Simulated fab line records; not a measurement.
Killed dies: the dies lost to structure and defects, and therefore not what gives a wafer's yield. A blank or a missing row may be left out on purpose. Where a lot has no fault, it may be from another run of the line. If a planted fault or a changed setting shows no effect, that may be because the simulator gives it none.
Which tool did it? + flow nand harc + 6 lots, 18 wafers sampled, at 2 steps of a route of 1159

WHAT THE GAUGES SHOWED, per wafer
NHARC_A_CONTACT_OVL_MEAS_43.
| lot  | measured     | on         | overlay x nm (nm) |
|------|--------------|------------|-------------------|
| L240 | day 16 18:04 | overlay-02 | 0.0 1.0 0.5       |
| L243 | day 17 01:27 | overlay-01 | -1.5 -0.9 -0.8    |
| L244 | day 17 20:50 | overlay-02 | 0.4 -0.1 0.7      |
| L251 | day 19 18:28 | overlay-01 | 1.7 1.8 1.1       |
| L258 | day 21 13:44 | overlay-02 | 1.6 1.4 1.5       |
| L260 | day 21 16:51 | overlay-01 | -0.4 -1.6 -1.6    |

EACH LOT AND THE TOOL THAT RAN IT (in order: tool; ch and the chambers of the sampled wafers; start)
| lot  | NHARC_A_WL_FILL_ETCHBACK_26      |
|------|----------------------------------|
| L240 | rie si-01 ch 1,3, day 16 03:58   |
| L243 | rie si-01 ch 0,1,2, day 16 14:14 |
| L244 | rie si-01 ch 1,2,3, day 17 06:38 |
| L251 | rie si-04 ch 0,2,3, day 19 04:32 |
| L258 | rie si-04 ch 2,3, day 20 22:01   |
| L260 | rie si-06 ch 0,2,3, day 21 00:59 |
- NHARC_A_WL_FILL_ETCHBACK_26: etches the open film in HBr, target depth 52 nm, time 13.3 s.

THE ANSWER, worked out from the rows above alone
Rule: usual is defined by the lots themselves. The widest of any qualifying gaps counts: lots, ordered by their means at a reading, are off when they make up no more than a third of the lots, leave a main group of 4 or more, and stand apart from it by 3 or more times the standard deviation of that group's means. A main group is skipped when, at the precision printed for the reading in the tables above, its means are all equal. Also off: a lot with no number at a reading for which 4 or more lots have one. All remaining lots with rows at the step are treated as sound.
None of the lots is off at any reading shown; this tells nothing.

WHAT THE SIMULATOR HAD INSERTED
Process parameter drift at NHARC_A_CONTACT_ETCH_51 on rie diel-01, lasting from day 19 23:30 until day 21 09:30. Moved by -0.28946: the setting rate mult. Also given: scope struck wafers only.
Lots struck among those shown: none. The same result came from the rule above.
